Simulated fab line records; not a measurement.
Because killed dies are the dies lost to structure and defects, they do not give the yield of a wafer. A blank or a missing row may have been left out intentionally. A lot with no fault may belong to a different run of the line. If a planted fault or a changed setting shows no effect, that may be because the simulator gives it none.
Struck lot and sound lot, side by side -- flow nand-harc -- 14 out of 1302 route steps
Sound: these wafers, L351.1, L351.2, L351.4. Wafers struck: L360.3, L360.5, L360.6. The cause is given at the end.
Per side, at each step with rows, come the tool, then ch with its chambers, and then its first start. Under that, the readings that differ: sound wafers -- struck wafers -- difference of the means -- sigmas: that difference in standard deviations of wafers without a fault.
alike: words and numbers the same on both sides, and readings whose means are apart by under 2 such deviations; not compared: readings that were withheld, readings missing a value for some wafer, numbers with overlapping values and no deviation given by the record, and bounds like >300 which may hide the same value.
Wherever a step has rows on one side only, a row that says differs or no value, or a row with sigmas, the two part there. Numbers that don't overlap but have no deviation are shown without sigmas and don't part them. A reading missing from all wafers of one side parts the sides only when that side holds two or more wafers.

first, 4 steps without rows for these wafers: NHARC_P_BONDPAD_EBR_05; NHARC_P_BONDPAD_EXPOSE_06 (exposes mask P BPAD); NHARC_P_BONDPAD_PEB_07 (peb time 80 s); NHARC_P_BONDPAD_DEVELOP_08 (time 50 s).
NHARC_P_BONDPAD_CD_MEAS_09 targets a cd of 500 nm.
  sound on cd-sem-01 ch 0, day 8 12:55; struck on cd-sem-03 ch 0, day 12 02:14
reading,sound,struck,difference,sigmas
cd-nm (nm),497.6 498.2 499.5,501.0 506.2 502.0,+4.6,+2
NHARC_P_BONDPAD_OVL_MEAS_38:
  sound on overlay-01, day 8 13:01; struck on overlay-02, day 12 02:19
  alike: overlay-x-nm, overlay-y-nm
then, 1 step without rows for these wafers: NHARC_P_BONDPAD_HARDBAKE_10 (time 65 s).
NHARC_P_BONDPAD_DESCUM_11: chemistry O2, time 3 s.
  sound on rie-diel-09 ch 1,3, day 8 13:08; struck on rie-diel-11 ch 0,1,2, day 12 02:28
  alike: drypump-motor-current-A, mfc-ar-sccm, oes-product-au, rf-vpp-V, showerhead-plenum-p-Torr, throttle-valve-pct
  not compared: rf-hours-counter-h
NHARC_P_BONDPAD_ETCH_37: etches the open film in N2/H2, target depth 60 nm, overetch 18 nm, time 65.91 s.
  sound on rie-diel-09 ch 1,2, day 8 13:14; struck on rie-diel-11 ch 0,1,3, day 12 02:33
reading,sound,struck,difference,sigmas
drypump-motor-current-A (A),6.1 6.4 6.4,5.7 5.7 4.8,-0.9,-2
  alike: bias-w, chamber-pressure-mTorr, mfc-ar-sccm, oes-product-au, rf-vpp-V, showerhead-plenum-p-Torr, throttle-valve-pct
  not compared: rf-hours-counter-h
NHARC_P_BONDPAD_ETCH_12: etches the open film in CHF3/O2, target depth 200 nm, time 100 s.
  sound: rie-diel-09 ch 1,2,3; struck: rie-diel-11 ch 0,1
reading,sound,struck,difference,sigmas
bias-w (W),199.0 199.5 199.8,201.3 200.7 200.4,+1.4,+2
  alike: chamber-pressure-mTorr, drypump-motor-current-A, mfc-ar-sccm, oes-product-au, rf-vpp-V, showerhead-plenum-p-Torr, throttle-valve-pct
  not compared: rf-hours-counter-h
NHARC_P_BONDPAD_CD_MEAS_13:
  sound on cd-sem-03, day 8 13:31; struck on cd-sem-03, day 12 02:46
  alike: cd-nm
NHARC_P_BONDPAD_STRIP_15: strips in O2.
  sound on rie-diel-11 ch 0,2,3, day 8 13:36; struck on rie-diel-09 ch 0,3, day 12 02:50
reading,sound,struck,difference,sigmas
oes-product-au (a.u.),0.983 0.998 0.996,1.015 1.009 1.014,+0.020,+2
throttle-valve-pct (%),17.055 17.030 17.052,17.034 17.013 17.033,-0.019,-2
  alike: drypump-motor-current-A, mfc-ar-sccm, rf-vpp-V, showerhead-plenum-p-Torr
  not compared: rf-hours-counter-h
NHARC_P_BONDPAD_ETCH_24: etches the open film in CF4/N2, target depth 30 nm, time 72.99 s.
  sound on rie-diel-11 ch 0,1,2, day 8 13:45; struck on rie-diel-09 ch 1,2, day 12 02:59
  no value came back on the struck wafers for any of 9 readings (bias-w (W), cf4-flow-sccm (sccm) and others); on the sound wafers bias-w (W) reads 100.3 99.8 100.1
then, 1 step without rows for these wafers: NHARC_P_BONDPAD_STRIP_16 (strips in post etch residue remover, time 600 s).

WHERE THEY PART
Earliest at NHARC_P_BONDPAD_CD_MEAS_09; latest, in this record, at NHARC_P_BONDPAD_ETCH_24.

WHY: whatever the simulator had introduced
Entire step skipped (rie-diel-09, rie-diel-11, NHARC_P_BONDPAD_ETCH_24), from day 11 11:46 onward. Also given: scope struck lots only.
